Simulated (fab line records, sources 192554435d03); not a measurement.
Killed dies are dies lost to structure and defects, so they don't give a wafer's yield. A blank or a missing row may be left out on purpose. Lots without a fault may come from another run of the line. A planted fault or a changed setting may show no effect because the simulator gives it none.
Split-lot experiment | flow n5_finfet | 7 lots, 21 wafers read, on a route of 1938 steps

THE SPLIT
At N5_BEOL_M5_COAT_22 (resist thk 30 nm), the setting spin_rpm was moved away from the recipe's 1500 rpm on 5 of the 21 wafers read, by -6.1% to +7.4%. The other wafers ran this setting at the recipe's value.

FROM THE SPLIT TO THE READING: what the file shows between them, 4 steps
- N5_BEOL_M5_EBR_24
- N5_BEOL_M5_SOFTBAKE_23: time 60 s
- N5_BEOL_M5_DESCUM_33: chemistry O2, time 7 s
- N5_BEOL_M5_ETCH_75: etches underlayer in N2/H2, target depth 6.5 nm, time 5.2 s

THE READING
CAR-EUV_of_BEOL_M5_COAT_22.thk_nm (the simulator's own value, which no gauge read), in nm, at N5_BEOL_M5_ETCH_67 (etches SiARC in CF4, target depth 15.6 nm, time 26 s). The file gives no usual value for it. The 16 wafers here that ran the recipe average 11.1 nm, standard deviation 0.14 nm.

wafer  | tool, chamber at the split | spin_rpm as run, rpm | against the recipe | CAR-EUV_of_BEOL_M5_COAT_22.thk_nm, nm | against lot-mates on the recipe
L075.1 | litho_track-04, 0          | 1500                 | recipe             | 11.2                                  | -
L075.2 | litho_track-04, 0          | 1500                 | recipe             | 11                                    | -
L075.3 | litho_track-04, 0          | 1500                 | recipe             | 11.2                                  | -
L074.1 | litho_track-04, 0          | 1500                 | recipe             | 11.4                                  | -
L074.2 | litho_track-04, 0          | 1569                 | +4.6%              | 10.8                                  | -0.4
L074.5 | litho_track-04, 0          | 1500                 | recipe             | 11                                    | -
L077.1 | litho_track-04, 0          | 1500                 | recipe             | 11.2                                  | -
L077.3 | litho_track-04, 0          | 1420                 | -5.3%              | 12.4                                  | +1.2
L077.5 | litho_track-04, 0          | 1500                 | recipe             | 11.2                                  | -
L080.1 | litho_track-04, 0          | 1409                 | -6.1%              | 12.4                                  | +1.2
L080.2 | litho_track-04, 0          | 1500                 | recipe             | 11.2                                  | -
L080.6 | litho_track-04, 0          | 1409                 | -6.1%              | 12.2                                  | +1.0
L088.1 | litho_track-03, 0          | 1500                 | recipe             | 11.2                                  | -
L088.2 | litho_track-03, 0          | 1500                 | recipe             | 11.2                                  | -
L088.4 | litho_track-03, 0          | 1500                 | recipe             | 11                                    | -
L092.1 | litho_track-02, 0          | 1500                 | recipe             | 11.2                                  | -
L092.2 | litho_track-02, 0          | 1500                 | recipe             | 11.2                                  | -
L092.3 | litho_track-02, 0          | 1500                 | recipe             | 11                                    | -
L093.1 | litho_track-02, 0          | 1500                 | recipe             | 11                                    | -
L093.2 | litho_track-02, 0          | 1500                 | recipe             | 10.8                                  | -
L093.5 | litho_track-02, 0          | 1611                 | +7.4%              | 9.8                                   | -1.1

THE FIT
A straight line over all 21 wafers: CAR-EUV_of_BEOL_M5_COAT_22.thk_nm changes by -0.18 nm for each +1% of spin_rpm; r = -0.95; the points scatter about the line by 0.18 nm.
The same after taking each lot's own level away (the mean of its wafers on the recipe; 21 wafers): -0.166 nm for each +1%; r = -0.96; scatter 0.15 nm.
On that fit, the largest move of spin_rpm shifts the reading by 1.2 nm.
The lots' own levels span 10.90 to 11.20 nm, that is 2.2 times the standard deviation above.
So the lot-to-lot level changes the slope little: the two slopes agree.
Check: with one of the wafers moved furthest among these (+7.4%) left out of the fit, the line predicts -1.23 nm for it against its lot-mates. It came out at -1.1 nm against them.

OTHER SPLITS ON THESE WAFERS
These wafers also went through other splits before the reading. Each is held against what the fit with the lots' levels taken away leaves over:
other split on the same wafers | wafers away from the commonest value | r with CAR-EUV_of_BEOL_M5_COAT_22.thk_nm (lot level and that fit taken away)
N5_BEOL_M4_HM_STRIP_39 time_s  | 12                                   | +0.13
N5_BEOL_M5_COAT_66 spin_rpm    | 8                                    | +0.70

THE WHOLE CHAIN: every reading that the file lists as answering this split, in the file's order
step                 | what it does                                         | reading                                                                            | change (the file's fit)               | r (the file's)
N5_BEOL_M5_COAT_22   | resist thk 30 nm                                     | CAR-EUV_of_BEOL_M5_COAT_22.thk_nm (the simulator's own value, which no gauge read) | -0.139 nm for each +1% of the setting | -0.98
N5_BEOL_M5_DESCUM_33 | chemistry O2, time 7 s                               | CAR-EUV_of_BEOL_M5_COAT_22.thk_nm (the simulator's own value, which no gauge read) | -0.149 nm for each +1% of the setting | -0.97
N5_BEOL_M5_ETCH_67   | etches SiARC in CF4, target depth 15.6 nm, time 26 s | CAR-EUV_of_BEOL_M5_COAT_22.thk_nm (the simulator's own value, which no gauge read) | -0.163 nm for each +1% of the setting | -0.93

THE FILE'S OWN FIT
CAR-EUV_of_BEOL_M5_COAT_22.thk_nm changes by -0.163 nm for each +1% of spin_rpm, r = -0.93.
